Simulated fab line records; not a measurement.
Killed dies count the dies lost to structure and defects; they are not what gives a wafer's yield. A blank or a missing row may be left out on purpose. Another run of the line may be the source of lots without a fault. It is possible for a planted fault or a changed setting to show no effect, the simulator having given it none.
fab line records	flow n5Finfet	part 1 of 2: steps 1 to 4 of 6
[record] lots = 24	wafers = 72	lastDay = 18
route steps=1938 shown HKMG_FIN@462 GATE_CUT@465 MOL_CONTACT_COAG@529
lots that met no fault: from a run of the same line without faults
startH: start of the lot's first displayed wafer, in hours after the record's first day	waitH: how many hours have passed since the lot's step before this one	" unchanged from the row above	L1.1+2: one row covering several wafers at once	- either no value or no given start	* or withheld: withheld	< > ~ a bound
route shown NAME@n: names a module that has steps shown in the file, with the first one's number in the route	usual: mean/standard deviation of fault-free wafers	same: alike in all rows	chamber/n: place in a boat	sites: per-site readings	_std_site: the standard deviation of these	_edge_site: the outer-site mean with the inner-site mean subtracted	radiusMm: how far each site lies from the wafer's centre	mask NAME#n: copy n	behind: the last tool/chamber to shape the wafer	hold: why the lot was held/for how many hours/how that ended	device: whichever transistor did not switch (one of n, p or np)	end of line: the same wafers' tests at the end of the route	a step with no rows: only its recipe	killed: dies lost to structure and defects at the first sort, not the wafer's yield	map: shows each die of a wafer: x if killed, . if not, _ if none is there
set.NAME: the run value of the setting; set.NAME@STEP: its run value at that earlier step	model.NAME: the simulator's own value behind a step, which no gauge read
a sample of lots followed through the steps of the route, with each step as a table and each wafer as a row
services: a tool's chamber out of use, with start hour (startH, from the record's first day; less than 0 if before it), hours out, and reason
[[steps]]
[step N5_HKMG_FIN_CMP_94]
[recipe] stopOn = SiNx	postCmpClean = wDiluteNh4oh	tOverpolishS = 4.7	downForcePsi = 4	platenRpm = 50.289	padVelocityMS = 1.0006	targetThkNm = 43.299
[usual] motorCurrentA = 11.7/1.3	slurryFlowMlMin = 150.0/0.42
lot.wafer	tool	chamber	startH	waitH	motorCurrentA	slurryFlowMlMin
L074.4	cmp-04	3	83.57	0.4	11.1	149.8
L074.3	"	2	"	"	12.6	150.3
L074.5	"	0	"	"	11.8	150.0
L075.1	cmp-04	1	88.68	0.3	12.3	150.5
L075.3	"	2	"	"	13.0	150.5
L075.6	"	0	"	"	11.1	149.2
L076.1	cmp-04	2	93.29	0.4	12.3	150.2
L076.4	"	3	"	"	12.0	149.8
L076.3	"	1	"	"	12.2	150.7
L077.3	cmp-02	1	96.26	0.4	10.6	150.8
L077.1	"	3	"	"	13.5	149.6
L077.6	"	2	"	"	15.2	150.8
L078.1	cmp-01	0	110.94	0.3	12.5	150.6
L078.4	"	2	"	"	10.1	149.9
L078.5	"	0	"	"	12.5	150.3
L079.4	cmp-02	0	112.27	0.3	9.9	149.9
L079.1	"	1	"	"	11.2	149.6
L079.6	"	3	"	"	13.2	150.1
L080.1	cmp-01	1	116.89	0.3	10.3	149.9
L080.3	"	2	"	"	10.4	150.0
L080.5	"	0	"	"	12.3	149.8
L081.2	cmp-01	1	123.02	0.3	10.6	150.7
L081.1	"	2	"	"	10.0	149.8
L081.5	"	3	"	"	11.4	150.5
L082.1	cmp-04	3	133.31	1.1	11.2	150.4
L082.6	"	1	"	"	12.3	150.3
L082.5	"	2	"	"	12.9	149.7
L083.4	cmp-01	2	138.57	0.3	10.3	149.6
L083.5	"	1	"	"	10.0	149.6
L083.6	"	2	"	"	10.6	149.9
L084.4	cmp-01	2	146.33	0.4	9.6	149.9
L084.2	"	0	"	"	12.5	149.5
L084.5	"	2	"	"	10.3	149.6
L085.4	cmp-04	2	153.59	0.4	13.0	149.8
L085.2	"	1	"	"	12.3	149.9
L085.6	"	2	"	"	12.7	149.2
L086.3	cmp-02	0	155.39	0.4	9.3	149.5
L086.2	"	1	"	"	10.4	150.1
L086.1	"	2	"	"	14.4	149.2
L087.2	cmp-04	1	162.55	0.4	11.9	150.0
L087.1	"	2	"	"	12.8	150.3
L087.6	"	1	"	"	12.5	149.9
L088.4	cmp-01	0	163.70	0.4	13.1	149.2
L088.1	"	3	"	"	11.6	150.5
L088.6	"	0	"	"	13.1	149.7
L089.2	cmp-04	3	169.06	0.4	11.9	149.7
L089.3	"	2	"	"	13.3	149.7
L089.5	"	0	"	"	11.5	150.4
L090.3	cmp-02	0	176.12	0.4	9.9	150.4
L090.4	"	1	"	"	11.0	149.3
L090.5	"	1	"	"	10.7	149.7
L091.2	cmp-02	0	182.74	0.4	9.3	149.5
L091.4	"	1	"	"	10.5	149.6
L091.6	"	1	"	"	10.5	150.2
L092.3	cmp-01	3	187.27	0.4	12.1	149.9
L092.2	"	1	"	"	10.3	150.9
L092.5	"	0	"	"	13.4	149.3
L093.1	cmp-02	3	198.44	0.4	12.8	150.0
L093.4	"	0	"	"	9.3	150.1
L093.6	"	0	"	"	9.2	150.2
L094.4	cmp-01	3	199.76	0.4	11.6	150.3
L094.3	"	1	"	"	10.4	150.4
L094.1	"	2	"	"	10.1	150.3
L095.4	cmp-04	3	211.57	0.4	12.5	150.0
L095.3	"	1	"	"	12.4	150.2
L095.2	"	2	"	"	13.0	150.2
L096.4	cmp-01	1	213.12	0.4	10.5	149.8
L096.3	"	3	"	"	11.1	149.2
L096.5	"	2	"	"	10.4	150.3
L097.4	cmp-04	3	223.28	0.4	11.7	150.3
L097.2	"	0	"	"	11.4	149.1
L097.3	"	1	"	"	12.4	149.1
[step N5_GATE_CUT_ETCHBACK_00]
[recipe] chemistry = SF6/Cl2	target = W	pressureMtorr = 8	icpW = 900	biasW = 80	SF6_flow_sccm = 40	Cl2_flow_sccm = 60
[usual] SF6_flow_sccm = 39.99/0.11	drypumpMotorCurrentA = 5.7/0.33	heBacksideLeakSccm = 3.3/0.36	oesProductAu = 0.78/0.11	throttleValvePct = 27.51/0.19
lot.wafer	tool	chamber	startH	waitH	SF6_flow_sccm	drypumpMotorCurrentA	heBacksideLeakSccm	oesProductAu	rfHoursCounterH	throttleValvePct
L074.3	rieMetal-02	1	83.88	0.1	40.16	5.5	3.4	0.76	-	27.33
L074.4	"	0	"	"	39.97	5.4	3.1	0.93	-	27.67
L074.5	"	1	"	"	40.00	5.5	3.3	0.77	-	27.35
L075.1	rieMetal-02	0	88.89	0.0	40.13	5.4	3.1	0.92	8	27.67
L075.3	"	0	"	"	40.05	5.4	3.1	0.93	-	27.68
L075.6	"	1	"	"	39.90	5.4	3.5	0.76	-	27.35
L076.1	rieMetal-03	1	93.55	0.0	39.98	5.8	3.3	0.64	114	27.85
L076.3	"	0	"	"	40.03	6.0	3.4	0.72	-	27.27
L076.4	"	1	"	"	40.00	5.8	3.3	0.64	-	27.84
L077.1	rieMetal-02	0	96.52	0.0	39.94	5.4	3.0	0.93	9	27.68
L077.3	"	1	"	"	40.13	5.5	3.3	0.75	-	27.35
L077.6	"	1	"	"	40.05	5.5	3.5	0.75	-	27.35
L078.1	rieMetal-03	1	111.18	0.0	39.97	5.8	3.3	0.64	115	27.83
L078.4	"	1	"	"	40.10	5.8	3.3	0.63	-	27.83
L078.5	"	1	"	"	40.03	5.8	3.3	0.64	-	27.85
L079.1	rieMetal-02	1	112.47	0.0	39.99	5.5	3.4	0.75	44	27.36
L079.4	"	1	"	"	40.19	5.5	3.4	0.76	-	27.34
L079.6	"	1	"	"	40.00	5.5	3.4	0.76	-	27.34
L080.1	rieMetal-01	1	117.12	0.0	40.00	6.4	3.4	0.77	39	27.39
L080.3	"	0	"	"	39.83	5.7	3.4	0.60	-	27.66
L080.5	"	1	"	"	40.12	6.3	3.2	0.77	-	27.38
L081.1	rieMetal-01	0	123.23	0.0	40.01	5.7	3.5	0.60	142	27.66
L081.2	"	1	"	"	39.92	6.3	3.3	0.77	39	27.41
L081.5	"	0	"	"	40.06	5.7	3.4	0.60	-	27.67
L082.1	rieMetal-02	1	133.52	0.0	40.04	5.5	3.4	0.75	47	27.35
L082.5	"	1	"	"	40.09	5.5	3.4	0.74	-	27.35
L082.6	"	0	"	"	40.08	5.4	3.1	0.90	-	27.66
L083.4	rieMetal-01	1	138.92	0.2	39.97	6.3	3.5	0.76	-	27.39
L083.5	"	1	"	"	40.17	6.3	3.5	0.77	-	27.39
L083.6	"	1	"	"	40.19	6.4	3.4	0.77	-	27.38
L084.2	rieMetal-02	1	146.59	0.0	39.75	5.6	3.2	0.74	48	27.37
L084.4	"	1	"	"	40.02	5.6	3.4	0.74	-	27.37
L084.5	"	0	"	"	40.24	5.5	3.0	0.91	-	27.70
L085.2	rieMetal-02	1	153.85	0.0	40.07	5.5	3.3	0.75	48	27.37
L085.4	"	1	"	"	39.99	5.5	3.5	0.75	-	27.36
L085.6	"	1	"	"	39.87	5.5	3.3	0.74	-	27.36
L086.1	rieMetal-01	1	155.66	0.0	40.09	6.4	3.4	0.76	44	27.41
L086.2	"	0	"	"	39.95	5.7	3.2	1.03	0	27.43
L086.3	"	0	"	"	39.93	5.7	3.1	1.03	-	27.45
L087.1	rieMetal-02	1	162.81	0.0	40.15	5.4	3.3	0.74	50	27.37
L087.2	"	0	"	"	40.12	5.4	3.2	0.91	13	27.68
L087.6	"	1	"	"	40.03	5.5	3.5	0.75	-	27.38
L088.1	rieMetal-01	1	163.96	0.0	39.92	6.3	3.5	0.76	44	27.41
L088.4	"	1	"	"	40.00	6.3	3.4	0.77	-	27.41
L088.6	"	1	"	"	39.97	6.3	3.4	0.76	-	27.42
L089.2	rieMetal-02	0	169.33	0.0	39.96	5.4	3.0	0.90	14	27.68
L089.3	"	0	"	"	39.93	5.4	3.0	0.89	-	27.70
L089.5	"	0	"	"	39.99	5.4	3.0	0.89	-	27.68
L090.3	rieMetal-02	0	176.43	0.1	40.13	5.4	3.1	0.89	-	27.68
L090.4	"	1	"	"	40.02	5.5	3.2	0.74	-	27.36
L090.5	"	1	"	"	39.87	5.5	3.3	0.74	-	27.36
L091.2	rieMetal-02	0	183.00	0.0	40.14	5.4	3.3	0.89	15	27.68
L091.4	"	0	"	"	39.99	5.4	3.1	0.89	-	27.69
L091.6	"	0	"	"	40.00	5.4	3.1	0.89	-	27.69
L092.2	rieMetal-03	0	187.54	0.0	40.14	6.0	3.4	0.71	77	27.28
L092.3	"	1	"	"	39.87	5.8	3.3	0.63	-	27.86
L092.5	"	0	"	"	39.84	6.0	3.4	0.71	-	27.28
L093.1	rieMetal-02	0	198.71	0.0	40.01	5.4	3.4	0.89	16	27.69
L093.4	"	0	"	"	40.09	5.4	3.3	0.88	-	27.68
L093.6	"	0	"	"	40.15	5.4	3.2	0.87	-	27.70
L094.1	rieMetal-01	1	200.02	0.0	40.02	6.4	3.4	0.76	48	27.41
L094.3	"	0	"	"	39.86	5.7	3.3	0.95	-	27.43
L094.4	"	1	"	"	39.92	6.4	3.4	0.74	-	27.42
L095.2	rieMetal-03	1	211.83	0.0	40.13	5.8	3.3	0.63	121	27.85
L095.3	"	1	"	"	40.18	5.8	3.2	0.63	-	27.85
L095.4	"	0	"	"	39.92	6.0	3.5	0.70	-	27.30
L096.3	rieMetal-03	1	213.44	0.1	40.07	5.8	3.2	0.63	-	27.85
L096.4	"	0	"	"	39.98	6.0	3.4	0.70	-	27.29
L096.5	"	0	"	"	39.72	6.0	3.3	0.70	-	27.28
L097.2	rieMetal-03	1	223.55	0.0	40.12	5.8	3.4	0.63	123	27.86
L097.3	"	0	"	"	39.77	6.0	3.4	0.70	-	27.30
L097.4	"	1	"	"	40.05	5.8	3.2	0.62	-	27.83
[step N5_GATE_CUT_CUT_ETCH_53]
[recipe] chemistry = SF6/Cl2	target = W	maskMaterial = SiO2	targetDepthA = 792	pressureMtorr = 8	icpW = 900	biasW = 80	SF6_flow_sccm = 40	Cl2_flow_sccm = 60	ends = cleared
[usual] SF6_flow_sccm = 40.00/0.13	drypumpMotorCurrentA = 5.8/0.33	etchRfOnTimeS = 26.2/0.36	heBacksideLeakSccm = 3.4/0.49	oesProductAu = 0.69/0.097	throttleValvePct = 28.91/0.2
lot.wafer	tool	chamber	startH	waitH	SF6_flow_sccm	drypumpMotorCurrentA	etchRfOnTimeS	heBacksideLeakSccm	oesProductAu	rfHoursCounterH	throttleValvePct
L074.3	rieMetal-03	0	88.06	0.1	40.05	6.0	26.3	3.4	0.65	-	28.66
L074.4	"	1	"	"	40.02	5.8	26.3	3.2	0.58	-	29.23
L074.5	"	1	"	"	39.91	5.8	26.2	3.3	0.58	-	29.24
L075.1	rieMetal-01	0	93.54	0.1	39.86	5.7	26.2	3.8	0.54	140	29.06
L075.3	"	0	"	"	40.07	5.7	26.1	3.8	0.55	-	29.05
L075.6	"	0	"	"	40.01	5.7	26.1	3.6	0.54	-	29.07
L076.1	rieMetal-03	0	98.70	0.1	39.92	6.0	26.5	3.4	0.64	72	28.67
L076.3	"	0	"	"	39.73	6.0	26.6	3.4	0.64	-	28.66
L076.4	"	1	"	"	39.95	5.8	26.3	3.3	0.58	-	29.26
L077.1	rieMetal-03	1	102.46	0.1	40.02	5.8	26.4	3.3	0.58	114	29.24
L077.3	"	1	"	"	40.08	5.8	26.2	3.3	0.59	-	29.23
L077.6	"	0	"	"	39.99	6.0	26.5	3.4	0.64	-	28.68
L078.1	rieMetal-02	1	115.24	0.1	39.86	5.5	25.9	3.4	0.69	45	28.74
L078.4	"	1	"	"	39.95	5.5	25.8	3.3	0.69	-	28.73
L078.5	"	1	"	"	40.02	5.5	26.0	3.5	0.69	-	28.73
L079.1	rieMetal-01	0	116.54	0.1	40.11	5.7	26.2	3.6	0.54	142	29.06
L079.4	"	0	"	"	40.26	5.7	26.4	3.7	0.54	-	29.06
L079.6	"	1	"	"	39.98	6.3	26.7	3.5	0.70	-	28.79
L080.1	rieMetal-02	1	121.33	0.1	40.07	5.5	25.7	3.4	0.69	46	28.73
L080.3	"	1	"	"	40.13	5.5	25.7	3.4	0.69	-	28.72
L080.5	"	1	"	"	39.98	5.5	25.7	3.2	0.69	-	28.75
L081.1	rieMetal-01	1	127.47	0.1	40.19	6.3	26.3	3.4	0.70	39	28.80
L081.2	"	0	"	"	40.16	5.7	25.6	4.0	0.55	142	29.07
L081.5	"	0	"	"	40.10	5.7	26.1	3.5	0.53	-	29.06
L082.1	rieMetal-03	1	138.20	0.1	39.81	5.8	26.4	3.1	0.57	116	29.24
L082.5	"	1	"	"	40.27	5.8	26.4	3.2	0.57	-	29.23
L082.6	"	0	"	"	40.13	6.0	26.4	3.3	0.64	-	28.68
L083.4	rieMetal-01	1	143.43	0.1	40.07	6.4	26.0	3.5	0.70	-	28.80
L083.5	"	1	"	"	40.03	6.4	26.0	3.4	0.70	-	28.80
L083.6	"	1	"	"	40.09	6.3	26.2	3.5	0.70	-	28.80
L084.2	rieMetal-02	0	150.81	0.1	39.89	5.4	25.7	3.0	0.82	12	29.10
L084.4	"	1	"	"	40.15	5.5	25.6	3.4	0.69	-	28.74
L084.5	"	1	"	"	40.38	5.5	25.7	3.3	0.68	-	28.74
L085.2	rieMetal-03	1	158.34	0.1	40.02	5.8	26.8	3.2	0.57	117	29.25
L085.4	"	1	"	"	39.87	5.8	26.6	3.3	0.57	-	29.24
L085.6	"	1	"	"	40.03	5.8	26.6	3.1	0.57	-	29.24
L086.1	rieMetal-03	1	159.90	0.1	40.03	5.8	26.5	3.3	0.57	118	29.25
L086.2	"	0	"	"	40.10	6.0	26.5	3.6	0.64	76	28.67
L086.3	"	0	"	"	40.00	6.0	26.8	3.6	0.63	-	28.69
L087.1	rieMetal-02	0	167.06	0.1	39.92	5.4	25.8	2.9	0.82	14	29.10
L087.2	"	1	"	"	40.05	5.5	25.9	3.5	0.67	50	28.74
L087.6	"	1	"	"	39.99	5.5	25.6	3.3	0.68	-	28.74
L088.1	rieMetal-01	0	168.22	0.1	40.11	5.8	25.6	3.4	0.92	1	28.87
L088.4	"	1	"	"	39.99	6.3	26.2	3.5	0.69	-	28.80
L088.6	"	0	"	"	40.23	5.7	25.7	3.5	0.91	-	28.85
L089.2	rieMetal-02	1	173.39	0.1	39.80	5.5	25.9	3.4	0.68	50	28.74
L089.3	"	1	"	"	39.74	5.5	26.0	3.5	0.67	-	28.74
L089.5	"	1	"	"	39.93	5.5	26.1	3.3	0.67	-	28.75
L090.3	rieMetal-01	0	180.50	0.1	40.07	5.7	26.0	3.3	0.89	-	28.86
L090.4	"	1	"	"	40.01	6.4	26.5	3.4	0.68	-	28.81
L090.5	"	1	"	"	40.19	6.3	26.4	6.6	0.68	-	28.81
L091.2	rieMetal-01	1	187.25	0.1	39.99	6.4	26.5	3.5	0.69	47	28.82
L091.4	"	1	"	"	39.91	6.3	26.5	3.5	0.68	-	28.80
L091.6	"	1	"	"	39.87	6.3	26.3	3.4	0.68	-	28.79
L092.2	rieMetal-02	1	193.06	0.1	39.91	5.5	26.0	3.3	0.67	52	28.73
L092.3	"	0	"	"	40.07	5.4	25.9	3.2	0.80	-	29.11
L092.5	"	1	"	"	39.84	5.5	25.9	3.2	0.67	-	28.75
L093.1	rieMetal-02	0	203.09	0.1	39.85	5.4	26.0	3.3	0.80	17	29.11
L093.4	"	0	"	"	39.77	5.4	25.9	3.1	0.80	-	29.12
L093.6	"	0	"	"	40.10	5.4	26.0	3.3	0.80	-	29.10
L094.1	rieMetal-02	1	205.33	0.1	39.94	5.5	25.9	3.5	0.67	54	28.75
L094.3	"	1	"	"	40.00	5.5	25.6	3.4	0.67	-	28.76
L094.4	"	0	"	"	39.81	5.4	25.8	3.4	0.79	-	29.11
L095.2	rieMetal-03	1	216.46	0.1	39.98	5.8	26.2	3.4	0.57	122	29.25
L095.3	"	1	"	"	39.92	5.8	26.4	3.3	0.57	-	29.26
L095.4	"	0	"	"	39.94	6.0	26.5	3.4	0.62	-	28.70
L096.3	rieMetal-02	0	218.54	0.1	39.99	5.4	26.1	3.1	0.78	-	29.10
L096.4	"	1	"	"	39.99	5.5	26.1	3.3	0.66	-	28.75
L096.5	"	1	"	"	39.83	5.5	26.0	3.2	0.66	-	28.74
L097.2	rieMetal-01	1	228.69	0.1	39.78	6.3	26.9	3.4	0.66	51	28.81
L097.3	"	0	"	"	39.91	5.7	26.1	3.5	0.84	-	28.88
L097.4	"	1	"	"	39.83	6.3	26.7	3.5	0.67	-	28.83
[step N5_GATE_CUT_VAPOR_ETCH_51]
[recipe] chemistry = BCl3/Cl2	target = HfO2	mode = isotropic
[usual] drypumpMotorCurrentA = 5.8/0.33	heBacksideLeakSccm = 3.32/0.16	oesProductAu = 0.76/0.1
lot.wafer	tool	chamber	startH	waitH	drypumpMotorCurrentA	heBacksideLeakSccm	oesProductAu
L074.3	rieMetal-03	0	88.29	0.0	6.0	3.35	0.72
L074.4	"	1	"	"	5.8	3.24	0.64
L074.5	"	1	"	"	5.8	3.28	0.64
L075.1	rieMetal-01	0	93.78	0.0	5.7	3.13	0.60
L075.3	"	0	"	"	5.7	3.61	0.59
L075.6	"	0	"	"	5.7	3.47	0.59
L076.1	rieMetal-03	0	98.94	0.0	6.0	3.49	0.72
L076.3	"	0	"	"	6.0	3.42	0.72
L076.4	"	1	"	"	5.8	3.30	0.64
L077.1	rieMetal-03	1	102.70	0.0	5.8	3.20	0.65
L077.3	"	1	"	"	5.8	3.16	0.65
L077.6	"	0	"	"	6.0	3.42	0.72
L078.1	rieMetal-02	1	115.48	0.0	5.4	3.36	0.77
L078.4	"	1	"	"	5.5	3.38	0.75
L078.5	"	1	"	"	5.5	3.30	0.75
L079.1	rieMetal-01	0	116.78	0.0	5.7	3.55	0.59
L079.4	"	0	"	"	5.7	3.74	0.59
L079.6	"	1	"	"	6.3	3.37	0.76
L080.1	rieMetal-02	1	121.81	0.1	5.5	3.45	0.75
L080.3	"	1	"	"	5.5	3.40	0.75
L080.5	"	1	"	"	5.5	3.46	0.75
L081.1	rieMetal-01	1	127.71	0.0	6.4	3.27	0.77
L081.2	"	0	"	"	5.7	3.85	0.59
L081.5	"	0	"	"	5.7	3.64	0.60
L082.1	rieMetal-03	1	138.44	0.0	5.8	3.33	0.63
L082.5	"	1	"	"	5.8	3.21	0.63
L082.6	"	0	"	"	6.0	3.39	0.72
L083.4	rieMetal-01	1	143.88	0.1	6.3	3.36	0.76
L083.5	"	1	"	"	6.3	3.40	0.76
L083.6	"	1	"	"	6.3	3.49	0.76
L084.2	rieMetal-02	0	151.05	0.0	5.4	3.03	0.91
L084.4	"	1	"	"	5.5	3.42	0.76
L084.5	"	1	"	"	5.5	3.47	0.75
L085.2	rieMetal-03	1	158.58	0.0	5.8	3.28	0.63
L085.4	"	1	"	"	5.8	3.28	0.63
L085.6	"	1	"	"	5.8	3.36	0.64
L086.1	rieMetal-03	1	160.14	0.0	5.8	3.23	0.63
L086.2	"	0	"	"	6.0	3.51	0.71
L086.3	"	0	"	"	6.0	3.38	0.71
L087.1	rieMetal-02	0	167.30	0.0	5.4	3.17	0.89
L087.2	"	1	"	"	5.5	3.31	0.74
L087.6	"	1	"	"	5.5	3.21	0.74
L088.1	rieMetal-01	0	168.46	0.0	5.7	3.22	1.00
L088.4	"	1	"	"	6.4	3.40	0.76
L088.6	"	0	"	"	5.7	3.48	1.00
L089.2	rieMetal-02	1	173.63	0.0	5.5	3.31	0.74
L089.3	"	1	"	"	5.5	3.34	0.74
L089.5	"	1	"	"	5.5	3.21	0.75
L090.3	rieMetal-01	0	180.73	0.0	5.7	3.34	0.97
L090.4	"	1	"	"	6.3	3.35	0.76
L090.5	"	1	"	"	6.3	3.40	0.75
L091.2	rieMetal-01	1	187.49	0.0	6.4	3.39	0.75
L091.4	"	1	"	"	6.3	3.35	0.74
L091.6	"	1	"	"	6.3	3.36	0.74
L092.2	rieMetal-02	1	193.38	0.0	5.5	3.43	0.73
L092.3	"	0	"	"	5.4	3.16	0.87
L092.5	"	1	"	"	5.5	3.42	0.74
L093.1	rieMetal-02	0	203.33	0.0	5.4	2.97	0.89
L093.4	"	0	"	"	5.4	3.14	0.87
L093.6	"	0	"	"	5.4	3.07	0.87
L094.1	rieMetal-02	1	205.57	0.0	5.5	3.30	0.73
L094.3	"	1	"	"	5.5	3.32	0.73
L094.4	"	0	"	"	5.4	3.04	0.88
L095.2	rieMetal-03	1	216.78	0.0	5.8	3.20	0.62
L095.3	"	1	"	"	5.8	3.16	0.63
L095.4	"	0	"	"	6.0	3.25	0.70
L096.3	rieMetal-02	0	218.77	0.0	5.4	3.02	0.87
L096.4	"	1	"	"	5.5	3.34	0.73
L096.5	"	1	"	"	5.5	3.07	0.73
L097.2	rieMetal-01	1	228.93	0.0	6.4	3.39	0.74
L097.3	"	0	"	"	5.7	3.42	0.93
L097.4	"	1	"	"	6.4	3.42	0.74
